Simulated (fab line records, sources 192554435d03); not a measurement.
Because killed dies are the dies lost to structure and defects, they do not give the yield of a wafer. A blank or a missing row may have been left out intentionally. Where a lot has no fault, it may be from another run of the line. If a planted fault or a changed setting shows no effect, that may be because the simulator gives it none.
Chamber matching || flow n5 finfet || N5_BEOL_M0_STRIP_142 on rie diel-02: 4 sister chambers
The step strips in N2/H2, time 10 s. 18 wafers are shown with their chamber, then 9 later ones without.

WAFERS WITH THEIR CHAMBER
{"wafer": "L077.2", "chamber": 1, "showerhead plenum p Torr (Torr)": 2.45, "throttle valve pct (%)": 23.3, "drypump motor current A (A)": 6.3}
{"wafer": "L077.3", "chamber": 0, "showerhead plenum p Torr (Torr)": 2.71, "throttle valve pct (%)": 23.8, "drypump motor current A (A)": 5.5}
{"wafer": "L077.4", "chamber": 2, "showerhead plenum p Torr (Torr)": 2.62, "throttle valve pct (%)": 23.7, "drypump motor current A (A)": 5.8}
{"wafer": "L080.2", "chamber": 0, "showerhead plenum p Torr (Torr)": 2.71, "throttle valve pct (%)": 23.8, "drypump motor current A (A)": 5.5}
{"wafer": "L080.4", "chamber": 2, "showerhead plenum p Torr (Torr)": 2.62, "throttle valve pct (%)": 23.7, "drypump motor current A (A)": 5.8}
{"wafer": "L080.5", "chamber": 1, "showerhead plenum p Torr (Torr)": 2.45, "throttle valve pct (%)": 23.3, "drypump motor current A (A)": 6.4}
{"wafer": "L083.2", "chamber": 2, "showerhead plenum p Torr (Torr)": 2.61, "throttle valve pct (%)": 23.7, "drypump motor current A (A)": 5.8}
{"wafer": "L083.4", "chamber": 2, "showerhead plenum p Torr (Torr)": 2.61, "throttle valve pct (%)": 23.7, "drypump motor current A (A)": 5.8}
{"wafer": "L083.6", "chamber": 0, "showerhead plenum p Torr (Torr)": 2.70, "throttle valve pct (%)": 23.8, "drypump motor current A (A)": 5.5}
{"wafer": "L084.1", "chamber": 0, "showerhead plenum p Torr (Torr)": 2.70, "throttle valve pct (%)": 23.8, "drypump motor current A (A)": 5.5}
{"wafer": "L084.2", "chamber": 2, "showerhead plenum p Torr (Torr)": 2.61, "throttle valve pct (%)": 23.7, "drypump motor current A (A)": 5.8}
{"wafer": "L084.3", "chamber": 3, "showerhead plenum p Torr (Torr)": 2.48, "throttle valve pct (%)": 23.4, "drypump motor current A (A)": 6.1}
{"wafer": "L085.2", "chamber": 0, "showerhead plenum p Torr (Torr)": 2.70, "throttle valve pct (%)": 23.8, "drypump motor current A (A)": 5.5}
{"wafer": "L085.3", "chamber": 1, "showerhead plenum p Torr (Torr)": 2.44, "throttle valve pct (%)": 23.4, "drypump motor current A (A)": 6.3}
{"wafer": "L085.6", "chamber": 3, "showerhead plenum p Torr (Torr)": 2.47, "throttle valve pct (%)": 23.4, "drypump motor current A (A)": 6.2}
{"wafer": "L087.1", "chamber": 0, "showerhead plenum p Torr (Torr)": 2.70, "throttle valve pct (%)": 23.8, "drypump motor current A (A)": 5.5}
{"wafer": "L087.2", "chamber": 1, "showerhead plenum p Torr (Torr)": 2.44, "throttle valve pct (%)": 23.4, "drypump motor current A (A)": 6.3}
{"wafer": "L087.5", "chamber": 2, "showerhead plenum p Torr (Torr)": 2.61, "throttle valve pct (%)": 23.7, "drypump motor current A (A)": 5.8}

SIGNATURES, as means of the wafers listed above
{"reading": "showerhead plenum p Torr", "chamber 0": 2.7033, "chamber 1": 2.4450, "chamber 2": 2.6133, "chamber 3": 2.4750, "scatter within a chamber": 0.00546}
{"reading": "throttle valve pct", "chamber 0": 23.800, "chamber 1": 23.350, "chamber 2": 23.700, "chamber 3": 23.400, "scatter within a chamber": 0.0267}
{"reading": "drypump motor current A", "chamber 0": 5.500, "chamber 1": 6.325, "chamber 2": 5.800, "chamber 3": 6.150, "scatter within a chamber": 0.0299}
Rule: for each reading, subtract the chamber's mean from the wafer's reading, divide by that reading's scatter and square the result; add these up over the readings and take the root, which gives the wafer's distance from the chamber. If the next closest chamber is less than 2 further off than the closest, the wafer can't be placed; otherwise it belongs to the closest. The scatter: take each reading less its chamber's mean, square it, sum over the shown wafers, divide by the number of wafers less the number of chambers, and take the root.

WAFERS WITHOUT THEIR CHAMBER
{"wafer": "L092.1", "showerhead plenum p Torr (Torr)": 2.69, "throttle valve pct (%)": 23.8, "drypump motor current A (A)": 5.6}
{"wafer": "L092.2", "showerhead plenum p Torr (Torr)": 2.47, "throttle valve pct (%)": 23.4, "drypump motor current A (A)": 6.2}
{"wafer": "L092.5", "showerhead plenum p Torr (Torr)": 2.47, "throttle valve pct (%)": 23.4, "drypump motor current A (A)": 6.1}
{"wafer": "L095.1", "showerhead plenum p Torr (Torr)": 2.43, "throttle valve pct (%)": 23.4, "drypump motor current A (A)": 6.3}
{"wafer": "L095.2", "showerhead plenum p Torr (Torr)": 2.60, "throttle valve pct (%)": 23.7, "drypump motor current A (A)": 5.8}
{"wafer": "L095.3", "showerhead plenum p Torr (Torr)": 2.69, "throttle valve pct (%)": 23.8, "drypump motor current A (A)": 5.5}
{"wafer": "L096.1", "showerhead plenum p Torr (Torr)": 2.43, "throttle valve pct (%)": 23.4, "drypump motor current A (A)": 6.3}
{"wafer": "L096.4", "showerhead plenum p Torr (Torr)": 2.46, "throttle valve pct (%)": 23.5, "drypump motor current A (A)": 6.1}
{"wafer": "L096.5", "showerhead plenum p Torr (Torr)": 2.60, "throttle valve pct (%)": 23.7, "drypump motor current A (A)": 5.8}

THE CHAMBER EACH PASSED THROUGH
{"wafer": "L092.1", "from the rows above": 0, "in truth": 0}
{"wafer": "L092.2", "from the rows above": 3, "in truth": 3}
{"wafer": "L092.5", "from the rows above": 3, "in truth": 3}
{"wafer": "L095.1", "from the rows above": 1, "in truth": 1}
{"wafer": "L095.2", "from the rows above": 2, "in truth": 2}
{"wafer": "L095.3", "from the rows above": 0, "in truth": 0}
{"wafer": "L096.1", "from the rows above": 1, "in truth": 1}
{"wafer": "L096.4", "from the rows above": 3, "in truth": 3}
{"wafer": "L096.5", "from the rows above": 2, "in truth": 2}
Correctly placed: 9 of 9. Number that these rows cannot place: 0. Placed wrongly: 0.
